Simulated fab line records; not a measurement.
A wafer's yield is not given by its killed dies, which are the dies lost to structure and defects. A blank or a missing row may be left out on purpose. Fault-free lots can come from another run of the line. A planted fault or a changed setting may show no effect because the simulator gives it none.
A lot that was struck, set against a sound lot / flow nand-harc / 16 out of 1159 route steps
Sound: wafers L983.2, L983.3, L983.4. The struck wafers were L994.2, L994.5, L994.6. The cause comes at the end.
Order at every step that has rows: each side's tool, ch and its chambers, its first start. Under that, the readings that differ: sound wafers / struck wafers / difference of the means / sigmas: that difference in standard deviations of wafers without a fault.
alike: readings whose means differ by less than 2 such deviations, and words and numbers that are the same on both sides. not compared: withheld readings, readings that some wafer has no value for, bounds like >300 that may hide the same value, and numbers for which the record gives no deviation and whose values overlap.
Wherever a step has rows on one side only, a row that says differs or no value, or a row with sigmas, the two part there. Non-overlapping numbers with no deviation appear without sigmas and do not part them. A reading that every wafer of one side lacks parts them only if that side has two wafers or more.

NHARC_P_CONTACT_ETCH_36: etches the open film in N2/H2, target depth 260 nm, time 406.25 s.
  sound: rie-diel-02 ch 1,2,3; struck: rie-diel-08 ch 0,2,3
  alike: bias-w, drypump-motor-current-A, oes-product-au, rf-vpp-V, showerhead-plenum-p-Torr, throttle-valve-pct
  not compared: rf-hours-counter-h
then, 3 steps without rows for these wafers: NHARC_P_CONTACT_ETCH_18 (etches the open film in C4F8/O2/Ar, target depth 481 nm, time 240.5 s); NHARC_P_CONTACT_STRIP_37 (strips in C4F8/O2/Ar); NHARC_P_CONTACT_ETCH_31 (etches the open film in CH3F/O2, target depth 30 nm, time 85.7 s).
NHARC_P_CONTACT_CD_MEAS_19:
  sound: cd-sem-01 at day 6 04:50; struck: cd-sem-01 at day 9 06:00
  alike: cd-nm
NHARC_P_CONTACT_STRIP_28: strips in O2.
  sound on rie-diel-02 ch 0,2,3, day 6 04:55; struck on rie-diel-02 ch 1,2,3, day 9 06:07
  alike: drypump-motor-current-A, o2-flow-sccm, oes-product-au, rf-vpp-V, showerhead-plenum-p-Torr, throttle-valve-pct
  not compared: rf-hours-counter-h
then, 1 step without rows for these wafers: NHARC_P_CONTACT_STRIP_29 (strips in post etch residue remover, time 1200 s).
NHARC_P_CONTACT_DEGAS_38: time 60 s.
  sound: pvd-sputter-02 at day 6 05:33; struck: pvd-sputter-02 at day 9 06:44
  alike: heater-power-w
then, 1 step without rows for these wafers: NHARC_P_CONTACT_PRE_CLEAN_39 (time 19.5 s).
NHARC_P_CONTACT_PVD_32: deposits Ti, target thk 5 nm, time 17.7 s.
  sound on pvd-sputter-02; struck on pvd-sputter-02
  alike: chamber-pressure-pa, throttle-valve-pct
NHARC_P_CONTACT_ALD_22: deposits TiN, target thk 3 nm, pulse time 1 s, ald cycles 150.
  sound on ald-metal-01 ch 1,2,3, day 6 05:47; struck on ald-metal-01 ch 0,1,2, day 9 07:01
  alike: heater-power-w, precursor-pulse-height-rel
then, 1 step without rows for these wafers: NHARC_P_CONTACT_CVD_23 (deposits W, target thk 200 nm, time 557 s).
NHARC_P_CONTACT_CMP_24: polishes, t overpolish 30 s, target thk 200 nm.
  sound on cmp-02 ch 0,1,3, day 6 15:39; struck on cmp-03 ch 0,1,3, day 9 14:04
  no value came back on the struck wafers for any of 6 readings (edge-zone-pressure-frac, motor-current-A (A) and others); on the sound wafers edge-zone-pressure-frac reads 0.999 0.994 1.002
next, for these wafers, 1 step has no rows: NHARC_P_CONTACT_SRD_26.
NHARC_P_CONTACT_INSPECT_27:
  sound: defect-inspect-01 at day 6 16:03; struck: defect-inspect-01 at day 9 14:23
reading=raw-defect-count; sound=259 194 124; struck=2330 2488 2579; difference=+2273; sigmas=+15
-- break in the record here, with 14 days between the starts of the struck wafers on either side (left off in module P_CONTACT, picked up again in module END, where the first step shown is number 1159 on the route) --
NHARC_END_SORT_01:
  at this point the record logs the struck wafers (prober-02 ch 0, day 23 07:07) and has no rows for the sound ones

WHERE THEY PART
Last at NHARC_END_SORT_01 as far as this record goes, first at NHARC_P_CONTACT_CMP_24.

WHY: what the simulator had put in
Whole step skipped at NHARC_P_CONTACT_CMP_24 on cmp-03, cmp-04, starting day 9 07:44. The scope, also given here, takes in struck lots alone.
